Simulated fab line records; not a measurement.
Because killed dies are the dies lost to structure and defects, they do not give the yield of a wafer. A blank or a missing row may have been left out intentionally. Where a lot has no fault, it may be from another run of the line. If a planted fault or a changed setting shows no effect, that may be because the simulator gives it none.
fab line records	flow n5_finfet	part 1 of 2: steps 1 to 4 of 6
record lots=21	wafers=63	last_day=17
route steps=1938 shown MOL_CONTACT_COAG@609 BEOL_M0_SAQP@635
lots untouched by any fault: they come from a run of this same line in which no faults occurred
start_h: the number of hours between the record's first day and the start of the first shown wafer of the lot	wait_h: time in hours since the lot's previous step	" same as the row above	L1.1+2: a row that stands for several wafers	- value missing, or start not given	* or withheld: withheld	< > ~ a bound
route shown NAME@n: a module of which the file shows steps, and the number in the route of the first	usual: average and standard deviation across the fault-free wafers	same: alike in all rows	chamber/n: place in a boat	sites: readings site by site	_std_site: their standard deviation	_edge_site: outer sites' mean less inner sites'	radius_mm: for every site, how far away it sits from the centre of the wafer	mask NAME#n: copy n	behind: the tool/chamber that last shaped the wafer	hold: cause of the lot's hold/its duration in hours/its outcome	device: names the non-switching transistor (n, p or np)	end of line: at the end of the route, the tests of the same wafers	step lacking rows: just its recipe	killed: the dies lost at the first sort to structure and to defects; this is not the yield of the wafer	map: dies across one wafer; x = killed, . = not, _ = none there
set.NAME: the setting as run; set.NAME@STEP: as run at that earlier step	model.NAME: the simulator's own value behind a step, which no gauge read
a sample of lots followed through the steps of the route, with each step as a table and each wafer as a row
services: the hour from which a tool's chamber was out of use, counted from the record's first day as start_h (under 0 if before that day), plus the number of hours and why
## steps
# step N5_MOL_CONTACT_COAG_ETCHBACK_134
# recipe chemistry=CHF3	target=SiO2	target_depth_a=100	time_s=6.7	ion_energy_ev=200	pressure_mtorr=30	source_w=610	bias_w=170	Ar_flow_sccm=200	CHF3_flow_sccm=50
# usual drypump_motor_current_A=5.6/0.38	oes_ar_750_au=0.79/0.079	oes_product_au=0.79/0.088	rf_vpp_V=526/10	showerhead_plenum_p_Torr=2.37/0.066	throttle_valve_pct=18.70/0.17
lot.wafer	tool	chamber	start_h	wait_h	drypump_motor_current_A	oes_ar_750_au	oes_product_au	rf_hours_counter_h	rf_vpp_V	showerhead_plenum_p_Torr	throttle_valve_pct
L074.1	rie_diel-03	1	103.49	0.2	5.3	0.67	0.67	244	540	2.43	19.05
L074.3	"	0	"	"	6.1	0.85	0.84	72	523	2.32	18.72
L074.6	"	3	"	"	5.6	0.92	0.96	-	528	2.34	18.59
L075.1	rie_diel-05	3	111.50	0.1	5.2	0.68	0.69	244	533	2.35	19.13
L075.3	"	0	"	"	5.7	0.74	0.73	171	507	2.37	18.79
L075.6	"	3	"	"	5.2	0.68	0.70	-	534	2.35	19.14
L076.1	rie_diel-05	0	113.02	0.1	5.7	0.75	0.73	172	506	2.37	18.76
L076.4	"	3	"	"	5.2	0.67	0.69	245	532	2.35	19.14
L076.6	"	3	"	"	5.2	0.68	0.69	-	534	2.35	19.12
L077.2	rie_diel-05	0	119.90	0.1	5.7	0.75	0.74	174	507	2.37	18.78
L077.3	"	2	"	"	5.6	0.76	0.77	169	540	2.48	18.41
L077.5	"	2	"	"	5.7	0.76	0.77	-	542	2.48	18.43
L079.2	rie_diel-06	1	133.46	0.3	5.4	0.79	0.79	119	520	2.38	18.40
L079.4	"	0	"	"	5.1	0.71	0.71	216	539	2.45	18.87
L079.6	"	1	"	"	5.4	0.79	0.78	-	521	2.38	18.39
L080.1	rie_diel-06	2	138.23	0.1	5.6	0.68	0.68	242	510	2.24	18.73
L080.4	"	1	"	"	5.4	0.79	0.78	120	519	2.38	18.38
L080.5	"	0	"	"	5.0	0.71	0.71	-	537	2.45	18.89
L081.3	rie_diel-05	1	146.21	0.1	5.2	0.74	0.73	175	523	2.37	18.74
L081.5	"	2	"	"	5.6	0.75	0.75	-	539	2.48	18.46
L081.6	"	1	"	"	5.2	0.74	0.74	-	523	2.37	18.75
L082.1	rie_diel-03	2	148.89	0.1	6.2	0.76	0.75	158	523	2.28	18.70
L082.2	"	0	"	"	6.1	0.83	0.82	92	521	2.31	18.74
L082.5	"	2	"	"	6.2	0.76	0.75	-	521	2.28	18.70
L083.2	rie_diel-05	3	155.57	0.1	5.2	0.94	0.96	6	533	2.34	18.79
L083.3	"	1	"	"	5.2	0.74	0.73	178	523	2.37	18.74
L083.4	"	2	"	"	5.7	0.75	0.75	182	541	2.48	18.45
L085.1	rie_diel-05	3	169.62	0.1	5.2	0.91	0.94	10	534	2.34	18.79
L085.2	"	0	"	"	5.7	0.73	0.71	190	507	2.36	18.80
L085.3	"	1	"	"	5.2	0.73	0.73	183	522	2.37	18.76
L086.1	rie_diel-05	1	172.63	0.1	5.2	0.74	0.72	185	521	2.37	18.76
L086.2	"	3	"	"	5.2	0.91	0.94	12	534	2.34	18.79
L086.4	"	3	"	"	5.2	0.92	0.92	-	533	2.34	18.80
L087.1	rie_diel-03	3	183.92	0.2	5.6	0.86	0.88	44	528	2.33	18.64
L087.5	"	1	"	"	5.3	0.95	0.97	-	540	2.43	18.66
L087.6	"	2	"	"	6.2	0.76	0.74	-	523	2.28	18.75
L088.2	rie_diel-05	3	186.97	0.1	5.2	0.90	0.91	19	534	2.34	18.81
L088.3	"	1	"	"	5.2	0.73	0.72	191	524	2.36	18.77
L088.5	"	0	"	"	5.7	0.73	0.71	-	507	2.36	18.83
L089.2	rie_diel-05	2	192.56	0.1	5.7	0.74	0.75	190	540	2.47	18.45
L089.5	"	3	"	"	5.2	0.89	0.91	-	534	2.34	18.79
L089.6	"	0	"	"	5.7	0.73	0.71	-	507	2.36	18.83
L090.1	rie_diel-05	3	195.35	0.1	5.2	0.89	0.91	21	533	2.34	18.81
L090.3	"	1	"	"	5.2	0.73	0.72	194	523	2.36	18.79
L090.4	"	0	"	"	5.7	0.73	0.71	198	507	2.36	18.81
L091.1	rie_diel-05	0	200.89	0.1	5.7	0.73	0.71	199	507	2.36	18.82
L091.2	"	3	"	"	5.2	0.89	0.90	23	534	2.34	18.82
L091.6	"	2	"	"	5.6	0.74	0.74	-	540	2.47	18.46
L092.1	rie_diel-05	3	211.53	0.1	5.2	0.88	0.91	26	532	2.34	18.82
L092.2	"	2	"	"	5.7	0.73	0.74	196	539	2.47	18.48
L092.4	"	0	"	"	5.7	0.73	0.71	202	507	2.36	18.83
L093.2	rie_diel-03	3	212.19	0.1	5.6	0.84	0.87	54	529	2.33	18.65
L093.5	"	2	"	"	6.2	0.75	0.74	-	522	2.27	18.76
L093.6	"	1	"	"	5.3	0.93	0.95	-	541	2.42	18.68
L094.3	rie_diel-06	3	225.02	0.1	6.4	0.71	0.70	216	523	2.27	18.70
L094.4	"	2	"	"	5.7	0.93	0.91	-	516	2.52	18.38
L094.5	"	3	"	"	6.4	0.71	0.70	-	524	2.27	18.73
L096.1	rie_diel-06	2	234.31	0.2	5.7	0.91	0.90	18	515	2.52	18.41
L096.2	"	1	"	"	5.4	0.77	0.76	157	520	2.37	18.45
L096.5	"	1	"	"	5.4	0.76	0.76	-	520	2.37	18.45
L097.1	rie_diel-03	1	237.76	0.2	5.3	0.90	0.91	31	541	2.42	18.69
L097.2	"	3	"	"	5.6	0.84	0.85	64	530	2.32	18.69
L097.5	"	2	"	"	6.2	0.74	0.73	-	522	2.27	18.78
# step N5_MOL_CONTACT_COAG_VIA_ETCH_117
# recipe chemistry=C4F6/O2	target_depth_a=400	overetch_a=80	mask_material=SOC	target=SiO2	bias_w=455	pressure_mtorr=10	time_s=26	source_w=325	Ar_flow_sccm=300	C4F6_flow_sccm=10	O2_flow_sccm=10	ion_energy_ev=575.3	ends=end_point
# usual drypump_motor_current_A=5.6/0.38	oes_ar_750_au=0.79/0.08	oes_product_au=0.70/0.072	rf_vpp_V=1593/29	showerhead_plenum_p_Torr=2.82/0.079	throttle_valve_pct=40.98/0.28
lot.wafer	tool	chamber	start_h	wait_h	drypump_motor_current_A	oes_ar_750_au	oes_product_au	rf_hours_counter_h	rf_vpp_V	showerhead_plenum_p_Torr	throttle_valve_pct
L074.1	rie_diel-03	1	103.65	0.0	5.3	0.67	0.60	244	1636	2.90	41.14
L074.3	"	0	"	"	6.1	0.84	0.74	72	1583	2.77	41.40
L074.6	"	3	"	"	5.6	0.93	0.84	-	1599	2.79	41.00
L075.1	rie_diel-05	3	111.66	0.0	5.2	0.68	0.60	244	1612	2.80	41.18
L075.3	"	0	"	"	5.7	0.75	0.66	171	1538	2.83	41.12
L075.6	"	3	"	"	5.2	0.68	0.60	-	1611	2.80	41.17
L076.1	rie_diel-05	0	113.18	0.0	5.7	0.74	0.66	172	1538	2.83	41.11
L076.4	"	3	"	"	5.2	0.68	0.60	245	1612	2.80	41.18
L076.6	"	3	"	"	5.2	0.67	0.60	-	1611	2.80	41.18
L077.2	rie_diel-05	0	120.06	0.0	5.7	0.74	0.66	174	1539	2.82	41.13
L077.3	"	2	"	"	5.7	0.76	0.67	169	1635	2.97	40.67
L077.5	"	2	"	"	5.7	0.76	0.67	-	1635	2.97	40.67
L079.2	rie_diel-06	1	133.61	0.0	5.4	0.80	0.70	119	1578	2.84	40.78
L079.4	"	0	"	"	5.0	0.71	0.65	216	1627	2.93	41.22
L079.6	"	1	"	"	5.4	0.79	0.71	-	1577	2.84	40.79
L080.1	rie_diel-06	2	138.39	0.0	5.6	0.68	0.62	242	1541	2.68	40.24
L080.4	"	1	"	"	5.4	0.78	0.70	121	1578	2.84	40.79
L080.5	"	0	"	"	5.0	0.71	0.65	-	1629	2.92	41.24
L081.3	rie_diel-05	1	146.37	0.0	5.2	0.74	0.66	175	1583	2.83	40.81
L081.5	"	2	"	"	5.6	0.75	0.67	-	1634	2.96	40.69
L081.6	"	1	"	"	5.2	0.74	0.66	-	1585	2.83	40.81
L082.1	rie_diel-03	2	149.04	0.0	6.2	0.76	0.66	158	1581	2.73	40.87
L082.2	"	0	"	"	6.1	0.83	0.73	92	1583	2.77	41.41
L082.5	"	2	"	"	6.2	0.76	0.67	-	1581	2.73	40.86
L083.2	rie_diel-05	3	155.73	0.0	5.2	0.93	0.83	6	1610	2.79	41.46
L083.3	"	1	"	"	5.2	0.73	0.67	178	1585	2.83	40.83
L083.4	"	2	"	"	5.6	0.75	0.67	182	1634	2.96	40.68
L085.1	rie_diel-05	3	169.78	0.0	5.2	0.92	0.81	10	1610	2.79	41.44
L085.2	"	0	"	"	5.7	0.74	0.65	190	1537	2.82	41.13
L085.3	"	1	"	"	5.2	0.73	0.66	183	1584	2.83	40.83
L086.1	rie_diel-05	1	172.87	0.0	5.2	0.74	0.66	185	1585	2.83	40.82
L086.2	"	3	"	"	5.2	0.92	0.80	12	1610	2.79	41.45
L086.4	"	3	"	"	5.2	0.92	0.81	-	1611	2.79	41.45
L087.1	rie_diel-03	3	184.08	0.0	5.6	0.86	0.77	44	1600	2.78	41.02
L087.5	"	1	"	"	5.3	0.96	0.85	-	1636	2.90	41.00
L087.6	"	2	"	"	6.2	0.75	0.66	-	1581	2.72	40.88
L088.2	rie_diel-05	3	187.13	0.0	5.2	0.90	0.80	19	1610	2.79	41.47
L088.3	"	1	"	"	5.2	0.74	0.65	191	1584	2.82	40.81
L088.5	"	0	"	"	5.7	0.73	0.64	-	1538	2.81	41.14
L089.2	rie_diel-05	2	192.72	0.0	5.7	0.74	0.66	190	1634	2.96	40.69
L089.5	"	3	"	"	5.2	0.90	0.79	-	1610	2.79	41.47
L089.6	"	0	"	"	5.7	0.73	0.64	-	1538	2.81	41.15
L090.1	rie_diel-05	3	195.50	0.0	5.2	0.89	0.79	21	1611	2.79	41.45
L090.3	"	1	"	"	5.2	0.73	0.64	194	1583	2.82	40.83
L090.4	"	0	"	"	5.7	0.73	0.64	198	1536	2.81	41.12
L091.1	rie_diel-05	0	201.05	0.0	5.7	0.73	0.64	199	1537	2.81	41.14
L091.2	"	3	"	"	5.2	0.89	0.78	23	1610	2.79	41.47
L091.6	"	2	"	"	5.6	0.74	0.65	-	1633	2.96	40.70
L092.1	rie_diel-05	3	211.68	0.0	5.2	0.88	0.79	26	1610	2.78	41.48
L092.2	"	2	"	"	5.6	0.74	0.66	196	1634	2.95	40.69
L092.4	"	0	"	"	5.7	0.73	0.64	202	1537	2.81	41.15
L093.2	rie_diel-03	3	212.35	0.0	5.6	0.85	0.76	54	1597	2.77	41.03
L093.5	"	2	"	"	6.2	0.75	0.65	-	1581	2.71	40.88
L093.6	"	1	"	"	5.3	0.92	0.81	-	1635	2.89	40.99
L094.3	rie_diel-06	3	225.18	0.0	6.4	0.71	0.63	216	1585	2.71	40.62
L094.4	"	2	"	"	5.6	0.92	0.83	-	1566	3.00	40.49
L094.5	"	3	"	"	6.4	0.71	0.63	-	1584	2.71	40.64
L096.1	rie_diel-06	2	234.47	0.0	5.6	0.92	0.83	18	1566	3.00	40.50
L096.2	"	1	"	"	5.4	0.77	0.67	157	1576	2.82	40.79
L096.5	"	1	"	"	5.4	0.76	0.67	-	1578	2.82	40.83
L097.1	rie_diel-03	1	237.91	0.0	5.3	0.91	0.80	31	1634	2.89	41.01
L097.2	"	3	"	"	5.6	0.84	0.76	64	1599	2.77	41.01
L097.5	"	2	"	"	6.1	0.74	0.64	-	1581	2.71	40.89
# step N5_BEOL_M0_SAQP_PECVD_03
# recipe material=SiCN	target_thk_a=120	temp_c=withheld	precursor=3MS/NH3	pressure_torr=3	rf_w=202	time_s=21.1
# usual showerhead_plenum_p_Torr=3.668/0.012	throttle_valve_pct=9.1/0.38
lot.wafer	tool	chamber	start_h	wait_h	showerhead_plenum_p_Torr	throttle_valve_pct
L074.1	pecvd-02	0	109.17	0.1	3.658	9.6
L074.3	"	1	"	"	3.658	9.1
L074.6	"	0	"	"	3.679	9.6
L075.1	pecvd-03	2	118.14	0.1	3.667	8.7
L075.3	"	0	"	"	3.651	9.4
L075.6	"	0	"	"	3.662	9.3
L076.1	pecvd-01	1	119.34	0.1	3.663	9.2
L076.4	"	1	"	"	3.672	9.2
L076.6	"	2	"	"	3.691	9.2
L077.2	pecvd-03	2	142.18	0.1	3.660	8.6
L077.3	"	1	"	"	3.692	9.3
L077.5	"	2	"	"	3.660	8.5
L079.2	pecvd-01	1	142.61	0.1	3.674	9.1
L079.4	"	2	"	"	3.674	9.0
L079.6	"	0	"	"	3.649	8.8
L080.1	pecvd-02	1	145.53	0.1	3.667	9.1
L080.4	"	2	"	"	3.673	8.8
L080.5	"	0	"	"	3.674	9.9
L081.3	pecvd-01	0	152.05	0.1	3.650	8.7
L081.5	"	2	"	"	3.676	9.3
L081.6	"	1	"	"	3.663	9.3
L082.1	pecvd-03	0	154.37	0.1	3.661	9.2
L082.2	"	2	"	"	3.660	8.5
L082.5	"	2	"	"	3.662	8.8
L083.2	pecvd-02	1	161.66	0.1	3.672	9.3
L083.3	"	2	"	"	3.670	8.6
L083.4	"	0	"	"	3.671	9.8
L085.1	pecvd-02	2	174.80	0.1	3.669	8.7
L085.2	"	0	"	"	3.655	10.1
L085.3	"	1	"	"	3.658	9.3
L086.1	pecvd-03	2	179.49	0.1	3.661	8.3
L086.2	"	1	"	"	3.691	9.0
L086.4	"	1	"	"	3.689	9.6
L087.1	pecvd-02	0	188.80	0.1	3.661	9.7
L087.5	"	1	"	"	3.676	9.3
L087.6	"	0	"	"	3.668	9.7
L088.2	pecvd-01	1	192.19	0.1	3.666	9.1
L088.3	"	2	"	"	3.683	9.0
L088.5	"	1	"	"	3.673	9.0
L089.2	pecvd-01	2	198.24	0.1	3.663	9.4
L089.5	"	1	"	"	3.665	9.1
L089.6	"	2	"	"	3.682	9.1
L090.1	pecvd-01	0	203.26	0.1	3.654	8.7
L090.3	"	2	"	"	3.675	9.3
L090.4	"	0	"	"	3.643	8.7
L091.1	pecvd-01	2	206.26	0.1	3.677	9.4
L091.2	"	0	"	"	3.663	8.7
L091.6	"	2	"	"	3.685	9.6
L092.1	pecvd-02	0	216.78	0.1	3.662	9.7
L092.2	"	1	"	"	3.666	9.1
L092.4	"	1	"	"	3.659	9.2
L093.2	pecvd-02	2	220.90	0.1	3.677	8.9
L093.5	"	0	"	"	3.663	9.7
L093.6	"	1	"	"	3.665	9.1
L094.3	pecvd-02	0	231.35	0.1	3.662	9.7
L094.4	"	0	"	"	3.674	9.6
L094.5	"	2	"	"	3.669	8.8
L096.1	pecvd-03	1	239.17	0.1	3.693	9.7
L096.2	"	2	"	"	3.654	8.4
L096.5	"	0	"	"	3.657	9.2
L097.1	pecvd-01	0	243.71	0.1	3.651	8.8
L097.2	"	1	"	"	3.685	9.3
L097.5	"	0	"	"	3.652	8.8
# step N5_BEOL_M0_SAQP_STRIP_86
# recipe chemistry=N2/H2	power_w=500	temp_c=40	pressure_mtorr=50	rf_frequency_hz=6e+07	overash_fraction=0.3	bias_power_w=28	h2_frac=0.5	n2_flow_sccm=300	h2_flow_sccm=300
# usual bias_power_w=28.01/0.083	drypump_motor_current_A=5.5/0.45	oes_product_au=0.80/0.1	rf_vpp_V=122.0/1.5	showerhead_plenum_p_Torr=3.39/0.11	throttle_valve_pct=18.85/0.29
lot.wafer	tool	chamber	start_h	wait_h	bias_power_w	drypump_motor_current_A	oes_product_au	rf_hours_counter_h	rf_vpp_V	showerhead_plenum_p_Torr	throttle_valve_pct
L074.1	rie_diel-01	3	110.21	0.1	28.00	5.7	0.72	174	122.3	3.47	18.51
L074.3	"	1	"	"	27.94	6.0	0.67	236	121.6	3.28	18.57
L074.6	"	2	"	"	27.92	5.5	0.72	-	119.0	3.38	19.28
L075.1	rie_diel-01	1	119.31	0.1	28.06	6.0	0.68	239	121.5	3.28	18.56
L075.3	"	2	"	"	28.17	5.5	0.73	157	120.3	3.38	19.29
L075.6	"	3	"	"	28.08	5.7	0.72	-	123.0	3.46	18.50
L076.1	rie_diel-02	3	120.49	0.1	28.04	5.0	0.92	22	121.3	3.30	19.32
L076.4	"	1	"	"	27.93	5.6	0.76	138	124.0	3.47	18.56
L076.6	"	3	"	"	28.00	5.0	0.91	-	122.8	3.30	19.31
L077.2	rie_diel-02	3	143.34	0.1	28.17	4.9	0.90	29	119.4	3.29	19.35
L077.3	"	2	"	"	28.00	5.2	0.73	192	121.7	3.36	18.83
L077.5	"	2	"	"	28.04	5.1	0.73	-	122.8	3.36	18.84
L079.2	rie_diel-01	1	143.78	0.1	27.95	6.0	0.66	247	123.9	3.28	18.59
L079.4	"	3	"	"	28.06	5.7	0.71	180	121.0	3.46	18.53
L079.6	"	0	"	"	27.92	5.3	0.85	-	123.3	3.54	18.80
L080.1	rie_diel-01	3	146.78	0.1	28.01	5.7	0.70	181	122.8	3.46	18.53
L080.4	"	2	"	"	27.92	5.4	0.71	167	122.8	3.38	19.27
L080.5	"	3	"	"	27.92	5.7	0.71	-	123.5	3.46	18.51
L081.3	rie_diel-01	2	153.21	0.1	28.03	5.5	0.71	169	121.9	3.37	19.29
L081.5	"	0	"	"	28.05	5.3	0.85	-	120.6	3.54	18.80
L081.6	"	2	"	"	27.97	5.4	0.70	-	122.3	3.37	19.30
L082.1	rie_diel-02	0	155.53	0.1	28.00	6.5	0.70	241	125.2	3.45	19.11
L082.2	"	2	"	"	28.09	5.1	0.73	197	123.8	3.35	18.87
L082.5	"	3	"	"	28.12	5.0	0.89	-	121.3	3.29	19.32
L083.2	rie_diel-01	3	163.01	0.1	28.06	5.7	0.70	188	123.4	3.46	18.54
L083.3	"	0	"	"	28.02	5.3	0.84	72	123.8	3.54	18.83
L083.4	"	2	"	"	28.03	5.4	0.72	-	119.6	3.37	19.28
L085.1	rie_diel-04	0	175.95	0.1	28.12	5.4	0.94	14	120.6	3.29	18.57
L085.2	"	2	"	"	27.99	4.8	0.92	21	124.3	3.58	18.80
L085.3	"	1	"	"	28.08	5.1	0.70	249	123.4	3.45	19.09
L086.1	rie_diel-02	3	180.69	0.1	27.98	4.9	0.86	41	120.8	3.29	19.35
L086.2	"	0	"	"	28.13	6.5	0.68	249	121.0	3.45	19.14
L086.4	"	1	"	"	27.99	5.6	0.75	159	120.3	3.46	18.61
L087.1	rie_diel-04	0	190.16	0.2	28.03	5.3	0.93	18	124.9	3.29	18.55
L087.5	"	2	"	"	28.00	4.7	0.91	-	121.1	3.58	18.81
L087.6	"	3	"	"	28.08	5.9	0.70	-	119.7	3.18	18.99
L088.2	rie_diel-01	1	193.45	0.1	27.97	6.0	0.98	5	122.2	3.27	18.12
L088.3	"	2	"	"	28.09	5.4	0.70	184	121.3	3.37	19.32
L088.5	"	0	"	"	27.88	5.3	0.82	-	120.8	3.53	18.82
L089.2	rie_diel-04	0	199.40	0.1	27.82	5.4	0.91	22	122.1	3.29	18.57
L089.5	"	0	"	"	27.87	5.4	0.92	-	122.0	3.29	18.57
L089.6	"	1	"	"	28.11	5.1	1.01	-	123.8	3.45	18.66
L090.1	rie_diel-04	1	204.31	0.1	27.98	5.1	0.99	2	124.5	3.45	18.69
L090.3	"	0	"	"	27.81	5.4	0.93	24	120.0	3.29	18.56
L090.4	"	2	"	"	27.85	4.7	0.89	31	122.9	3.58	18.81
L091.1	rie_diel-01	0	207.43	0.1	27.96	5.3	0.81	86	121.7	3.53	18.82
L091.2	"	2	"	"	28.00	5.4	0.70	187	122.2	3.36	19.33
L091.6	"	3	"	"	27.97	5.7	0.71	-	120.4	3.45	18.56
L092.1	rie_diel-02	2	217.90	0.1	28.00	5.2	0.72	218	121.2	3.34	18.91
L092.2	"	3	"	"	28.01	5.0	0.86	53	120.7	3.28	19.36
L092.4	"	0	"	"	28.07	6.5	0.95	5	123.9	3.44	18.70
L093.2	rie_diel-04	1	222.50	0.1	28.03	5.1	0.97	8	120.0	3.44	18.68
L093.5	"	1	"	"	28.03	5.1	0.97	-	124.4	3.44	18.66
L093.6	"	0	"	"	28.02	5.4	0.92	-	121.5	3.28	18.59
L094.3	rie_diel-04	3	232.51	0.1	28.03	6.0	0.68	231	120.7	3.17	19.04
L094.4	"	2	"	"	27.83	4.8	0.87	40	120.7	3.57	18.82
L094.5	"	1	"	"	27.95	5.1	0.97	-	120.6	3.44	18.69
L096.1	rie_diel-02	1	240.20	0.1	27.94	5.6	0.73	179	123.0	3.45	18.63
L096.2	"	3	"	"	27.88	5.0	0.84	61	123.8	3.28	19.35
L096.5	"	1	"	"	28.03	5.6	0.74	-	124.7	3.45	18.66
L097.1	rie_diel-02	2	244.96	0.1	28.02	5.2	0.71	228	122.1	3.34	18.94
L097.2	"	1	"	"	27.98	5.6	0.75	181	123.8	3.45	18.65
L097.5	"	2	"	"	27.96	5.1	0.70	-	121.3	3.34	18.89
